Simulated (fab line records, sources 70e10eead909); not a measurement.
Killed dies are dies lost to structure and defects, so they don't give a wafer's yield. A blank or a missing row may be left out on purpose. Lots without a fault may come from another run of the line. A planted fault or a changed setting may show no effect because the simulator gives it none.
Chamber matching | flow nand_harc | NHARC_A_CONTACT_ETCH_91 on rie_diel-07: 4 sister chambers
The step etches the open film in CH3F/O2, target depth 40 nm, time 85.7 s. 8 wafers are shown with their chamber, then 12 later ones without.

WAFERS WITH THEIR CHAMBER
wafer  | chamber | showerhead_plenum_p_Torr (Torr) | drypump_motor_current_A (A)
L082.3 | 1       | 2.30                            | 5.9
L085.4 | 1       | 2.29                            | 5.9
L083.1 | 2       | 2.37                            | 5.1
L083.3 | 3       | 2.65                            | 5.8
L083.6 | 0       | 2.59                            | 5.7
L088.2 | 0       | 2.58                            | 5.8
L088.3 | 3       | 2.65                            | 5.8
L088.6 | 2       | 2.37                            | 5.1

WAFERS WITHOUT THEIR CHAMBER
wafer  | showerhead_plenum_p_Torr (Torr) | drypump_motor_current_A (A)
L090.2 | 2.58                            | 5.7
L090.3 | 2.65                            | 5.8
L090.5 | 2.58                            | 5.7
L091.1 | 2.36                            | 5.1
L091.4 | 2.29                            | 5.9
L091.6 | 2.29                            | 5.9
L094.2 | 2.29                            | 5.9
L094.5 | 2.58                            | 5.7
L094.6 | 2.29                            | 5.9
L096.3 | 2.29                            | 5.9
L096.4 | 2.65                            | 5.8
L096.6 | 2.65                            | 5.8

WHICH CHAMBER EACH WENT THROUGH
wafer  | from the rows above | in truth
L090.2 | 0                   | 0
L090.3 | 3                   | 3
L090.5 | 0                   | 0
L091.1 | 2                   | 2
L091.4 | 1                   | 1
L091.6 | 1                   | 1
L094.2 | 1                   | 1
L094.5 | 0                   | 0
L094.6 | 1                   | 1
L096.3 | 1                   | 1
L096.4 | 3                   | 3
L096.6 | 3                   | 3
Placed correctly: 12 of 12. Can't be placed from these rows: 0. Placed wrongly: 0.
How it was worked out, from the rows above alone: a wafer's distance from a chamber is the root of the sum, over the readings, of the square of ((its reading less the chamber's mean) divided by the reading's scatter). The wafer belongs to the nearest chamber; if the next one is less than 2 further off, it can't be placed. A chamber's mean is the mean of its shown wafers. The scatter: the root of (the sum of the squares of (reading less its chamber's mean) over the shown wafers, divided by (wafers less chambers)).
